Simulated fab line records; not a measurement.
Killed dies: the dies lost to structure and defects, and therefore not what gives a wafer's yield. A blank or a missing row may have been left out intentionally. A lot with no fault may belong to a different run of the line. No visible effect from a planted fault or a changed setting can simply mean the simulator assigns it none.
Struck lot and sound lot, side by side + flow n5_finfet + 41 steps out of a route of 1938
Sound: wafers L730.2, L730.4, L730.6. Struck: wafer L721.6 (left out: L721.2, L721.3 of the same lot, which were not struck); the cause appears at the end.
Order at every step that has rows: each side's tool, ch and its chambers, its first start. Under that, the readings that differ: sound wafers + struck wafers + difference of the means + sigmas: that difference in standard deviations of wafers without a fault.
alike: a reading whose means differ by less than 2 such deviations, as well as words and numbers matching on both sides. not compared: withheld readings; readings where some wafer has no value; bounds like >300 that might hide an equal value; numbers whose values overlap and for which the record gives no deviation.
Wherever a step has rows on one side only, a row that says differs or no value, or a row with sigmas, the two part there. When numbers do not overlap yet have no deviation, they are printed without sigmas and do not part them. Lack of a reading on every wafer of one side parts them only where that side has two or more wafers.

first, 12 steps without rows for these wafers: N5_HKMG_FIN_STRIP_33 (strips in N2/H2); N5_HKMG_FIN_STRIP_34 (strips in CF4); N5_HKMG_FIN_ETCH_35 (etches SOC in N2/H2, target depth 215.8 nm, time 243.4 s); N5_HKMG_FIN_STRIP_92 (strips SOC in N2/H2, time 20 s); N5_HKMG_FIN_WET_ETCH_18 (etches TiN in SC1, time 55 s, target depth 5.2 nm, rinse time 30 s); N5_HKMG_FIN_STRIP_19 (strips in N2/H2, time 360 s); N5_HKMG_FIN_ALD_91 (deposits TiN, target thk 1 nm, pulse time 1 s, purge time 3 s); N5_HKMG_FIN_COAT_85 (time 60 s, resist thk 300 nm); N5_HKMG_FIN_ETCH_86 (etches SOC in N2/H2, stops on TiN, target depth 393.2 nm); N5_HKMG_FIN_STRIP_89 (strips SOC in N2/H2, time 20 s); N5_HKMG_FIN_WET_ETCH_87 (etches TiN in SC1, time 154.2 s, target depth 4.7 nm, rinse time 30 s); N5_HKMG_FIN_STRIP_88 (strips in N2/H2, time 360 s).
N5_HKMG_FIN_NWFM_ALD_20: deposits TiAlC, target thk 2 nm, pulse time 3 s, purge time 2 s.
  sound on ald_metal-03 ch 1,2, day 9 12:37; struck on ald_metal-02 ch 2, day 7 08:14
| reading                                         | sound       | struck | difference | sigmas |
|-------------------------------------------------|-------------|--------|------------|--------|
| ald_cycles                                      | 7 7 7       | 9      | +2         |        |
| heater_power_w (W)                              | 479 620 607 | 474    | -95        | -2     |
| model.TiAlC_of_HKMG_FIN_NWFM_ALD_20.thk_nm (nm) | 2 2 2       | 2.6    | +0.6       |        |
  alike: precursor_pulse_height_rel
then, 26 steps without rows for these wafers: N5_HKMG_FIN_ALD_71 (deposits TiN, target thk 1 nm, pulse time 1 s, purge time 3 s); N5_HKMG_FIN_COAT_66 (time 60 s, resist thk 300 nm); N5_HKMG_FIN_ETCH_67 (etches SOC in N2/H2, stops on TiN, target depth 388.9 nm); N5_HKMG_FIN_STRIP_90 (strips SOC in N2/H2, time 20 s); N5_HKMG_FIN_WET_ETCH_73 (etches the open film in SC1, time 42.3 s, target depth 1.3 nm, rinse time 30 s); N5_HKMG_FIN_ETCHBACK_68 (etches the open film in Cl2/Ar, stops on HfO2, target depth 0.5 nm); N5_HKMG_FIN_STRIP_69 (strips in N2/H2, time 360 s); N5_HKMG_FIN_ALD_21 (deposits TiN, target thk 1.5 nm, pulse time 1 s, purge time 3 s); N5_HKMG_FIN_ALD_72 (deposits W, target thk 2 nm, pulse time 1 s, purge time 2 s); N5_HKMG_FIN_W_FILL_22 (material W, target thk 60 nm, time 18.2 s); N5_HKMG_FIN_PRECLEAN_83 (cleans in DIW, time 57.5 s); N5_HKMG_FIN_SRD_84 (dry time 32 s); N5_HKMG_FIN_CMP_23 (polishes, stops on SiNx, t overpolish 10 s, target thk 46.326 nm); N5_HKMG_FIN_CMP_94 (polishes, stops on SiNx, t overpolish 4.7 s, target thk 43.299 nm); N5_GATE_CUT_ETCHBACK_00 (etches W in SF6/Cl2); N5_GATE_CUT_ETCH_56 (etches TiN in Cl2/Ar, target depth 21.6 nm); N5_GATE_CUT_ETCHBACK_30 (etches TiN in Cl2/Ar, target depth 3 nm); N5_GATE_CUT_VAPOR_ETCH_60 (etches HfO2 in BCl3/Cl2); N5_GATE_CUT_ETCH_58 (etches SiNx in CH3F/O2, target depth 17 nm, time 128.6 s); N5_GATE_CUT_STRIP_59 (strips in N2/H2, time 20 s); N5_GATE_CUT_PRECLEAN_31 (cleans in DIW, time 300 s); N5_GATE_CUT_SRD_32 (time 30 s); N5_GATE_CUT_SAC_CAP_01 (material SiNx, target thk 24 nm, pulse time 1 s, ald cycles 480); N5_GATE_CUT_PECVD_57 (deposits SiNx from SiH4/NH3/N2, target thk 21 nm); N5_GATE_CUT_CMP_02 (polishes, stops on SiO2, t overpolish 12.7 s, target thk 0 nm); N5_GATE_CUT_HM_DEP_46 (deposits SiO2 from TEOS/O2, target thk 130 nm, time 26.6 s).
-- here the record skips 3 days between the struck wafers' starts before and after, leaving off in module GATE_CUT and picking up in module BEOL_M4 (first step shown: number 1111 of the route) --
N5_BEOL_M4_RC_MEAS_101:
  sound on prober-01 ch 0, day 13 07:30; struck on prober-02 ch 0, day 10 19:23
| reading             | sound                   | struck   | difference | sigmas |
|---------------------|-------------------------|----------|------------|--------|
| IOFF_N (nA/um)      | 0.18 0.16 0.22          | 0.43     | +0.24      | +5     |
| IOFF_N_85C (nA/um)  | 3.4 3.1 3.9             | 7.0      | +3.5       | +4     |
| IOFF_N_LIN (nA/um)  | 0.084 0.078 0.094       | 0.210    | +0.125     | +7     |
| IOFF_N_LONG (nA/um) | 5.7e-05 5.7e-05 5.7e-05 | 0.000138 | +0.000081  | +25    |
| ION_N (uA/um)       | 705 694 690             | 750      | +54        | +3     |
| VT_N (mV)           | 247 248 248             | 219      | -29        | -7     |
| VT_N_LONG (mV)      | 274.4 274.5 274.0       | 242.7    | -31.6      | -17    |
| VT_N_LVT (mV)       | 96 96 95                | 66       | -30        | -7     |
  alike: DIBL_N, DIBL_P, IOFF_P, ION_P, SS_N, SS_P, VT_P, VT_P_LONG
-- the record jumps here: 4 days lie between the struck wafers' starts before and after (it left off in module BEOL_M4 and takes up again in module PASSIVATION, whose first step shown is number 1936 of the route) --
N5_PASSIVATION_PROBE_49:
  struck on prober-02, day 14 22:40; sound on prober-01, day 17 10:40
| reading                | sound          | struck | difference | sigmas |
|------------------------|----------------|--------|------------|--------|
| killed_at_M4_up        | 19 20 21       | 7      | -13        | -2     |
| killed_at_contacts     | 14 24 16       | 4      | -14        | -2     |
| sort_bin_4_leakage (%) | 0 0 0          | 21.4   | +21.4      | +58    |
| sort_n_pass            | 1079 1058 1071 | 816    | -253       | -13    |
| sort_yield_pct (%)     | 91.4 89.7 90.8 | 69.2   | -21.4      | -13    |
  alike: defect_limited_yield, killed_at_M0_to_M3, killed_at_front_end, killed_at_other, killed_dies, killed_on_rim, killed_open, killed_short, sort_bin_5_function, sort_bin_6_memory, sort_bin_8_speed

## WHERE THEY PART
At N5_HKMG_FIN_NWFM_ALD_20 first; at N5_PASSIVATION_PROBE_49 last (within this record only).

WHY: the cause the simulator had injected
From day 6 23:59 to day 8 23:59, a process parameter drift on ald_metal-02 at N5_HKMG_FIN_NWFM_ALD_20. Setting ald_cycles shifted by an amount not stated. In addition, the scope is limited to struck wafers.
